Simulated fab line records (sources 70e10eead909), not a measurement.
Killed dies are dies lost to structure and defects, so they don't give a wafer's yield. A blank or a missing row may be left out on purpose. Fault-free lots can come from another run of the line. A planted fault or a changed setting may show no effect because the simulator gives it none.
Matching of chambers || flow nandHarc || 4 sister chambers for NHARC_A_CHANNEL_FILL_D1_ETCHBACK_20 on rieDiel-01
The step etches the open film in C4F8/O2/Ar, target depth 27 nm, time 13.5 s. 18 wafers are shown with their chamber, then 9 later ones without.

## WAFERS, EACH WITH ITS CHAMBER
{"wafer": "L076.1", "chamber": 3, "rfVppV (V)": 975, "oesProductAu (a.u.)": 0.99}
{"wafer": "L076.2", "chamber": 2, "rfVppV (V)": 974, "oesProductAu (a.u.)": 0.99}
{"wafer": "L076.4", "chamber": 1, "rfVppV (V)": 976, "oesProductAu (a.u.)": 0.99}
{"wafer": "L074.2", "chamber": 3, "rfVppV (V)": 977, "oesProductAu (a.u.)": 0.98}
{"wafer": "L074.5", "chamber": 0, "rfVppV (V)": 978, "oesProductAu (a.u.)": 1.01}
{"wafer": "L074.6", "chamber": 2, "rfVppV (V)": 974, "oesProductAu (a.u.)": 0.97}
{"wafer": "L080.1", "chamber": 2, "rfVppV (V)": 974, "oesProductAu (a.u.)": 0.91}
{"wafer": "L080.2", "chamber": 1, "rfVppV (V)": 977, "oesProductAu (a.u.)": 0.92}
{"wafer": "L080.4", "chamber": 0, "rfVppV (V)": 979, "oesProductAu (a.u.)": 0.94}
{"wafer": "L081.3", "chamber": 1, "rfVppV (V)": 977, "oesProductAu (a.u.)": 0.91}
{"wafer": "L081.4", "chamber": 2, "rfVppV (V)": 974, "oesProductAu (a.u.)": 0.91}
{"wafer": "L081.6", "chamber": 1, "rfVppV (V)": 975, "oesProductAu (a.u.)": 0.92}
{"wafer": "L085.4", "chamber": 0, "rfVppV (V)": 980, "oesProductAu (a.u.)": 0.93}
{"wafer": "L085.5", "chamber": 2, "rfVppV (V)": 973, "oesProductAu (a.u.)": 0.91}
{"wafer": "L085.6", "chamber": 1, "rfVppV (V)": 976, "oesProductAu (a.u.)": 0.92}
{"wafer": "L087.3", "chamber": 2, "rfVppV (V)": 976, "oesProductAu (a.u.)": 0.91}
{"wafer": "L087.4", "chamber": 3, "rfVppV (V)": 976, "oesProductAu (a.u.)": 0.92}
{"wafer": "L087.5", "chamber": 1, "rfVppV (V)": 976, "oesProductAu (a.u.)": 0.91}

SIGNATURES (means of the wafers above)
{"reading": "rfVppV", "chamber 0": 979.00, "chamber 1": 976.17, "chamber 2": 974.17, "chamber 3": 976.00, "scatter within a chamber": 0.913}
{"reading": "oesProductAu", "chamber 0": 0.9600, "chamber 1": 0.9283, "chamber 2": 0.9333, "chamber 3": 0.9633, "scatter within a chamber": 0.0359}
Rule: a wafer's distance from a chamber is the root of the sum, over the readings, of the square of ((its reading less the chamber's mean) divided by the reading's scatter). The wafer belongs to the nearest chamber; if the next one is less than 2 further off, it can't be placed. The scatter: take each reading less its chamber's mean, square it, sum over the shown wafers, divide by the number of wafers less the number of chambers, and take the root.

## WAFERS WHOSE CHAMBER IS MISSING
{"wafer": "L090.3", "rfVppV (V)": 981, "oesProductAu (a.u.)": 0.94}
{"wafer": "L090.4", "rfVppV (V)": 976, "oesProductAu (a.u.)": 0.93}
{"wafer": "L090.5", "rfVppV (V)": 980, "oesProductAu (a.u.)": 0.95}
{"wafer": "L094.3", "rfVppV (V)": 980, "oesProductAu (a.u.)": 1.01}
{"wafer": "L094.4", "rfVppV (V)": 974, "oesProductAu (a.u.)": 0.99}
{"wafer": "L094.5", "rfVppV (V)": 980, "oesProductAu (a.u.)": 1.01}
{"wafer": "L097.2", "rfVppV (V)": 974, "oesProductAu (a.u.)": 0.99}
{"wafer": "L097.3", "rfVppV (V)": 981, "oesProductAu (a.u.)": 1.01}
{"wafer": "L097.6", "rfVppV (V)": 975, "oesProductAu (a.u.)": 1.00}

## WHICH CHAMBER EACH ONE RAN IN
{"wafer": "L090.3", "from the rows above": 0, "in truth": 0}
{"wafer": "L090.4", "from the rows above": "can't be placed: 1 or 3 or 2", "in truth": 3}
{"wafer": "L090.5", "from the rows above": 0, "in truth": 0}
{"wafer": "L094.3", "from the rows above": 0, "in truth": 0}
{"wafer": "L094.4", "from the rows above": "can't be placed: 2 or 3 or 1", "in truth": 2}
{"wafer": "L094.5", "from the rows above": 0, "in truth": 0}
{"wafer": "L097.2", "from the rows above": "can't be placed: 2 or 3 or 1", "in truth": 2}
{"wafer": "L097.3", "from the rows above": 0, "in truth": 0}
{"wafer": "L097.6", "from the rows above": "can't be placed: 3 or 2 or 1", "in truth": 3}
5 of 9 placed correctly. From these rows, 4 cannot be placed; in 4 the true chamber is one of the candidates. Number placed wrongly: 0.
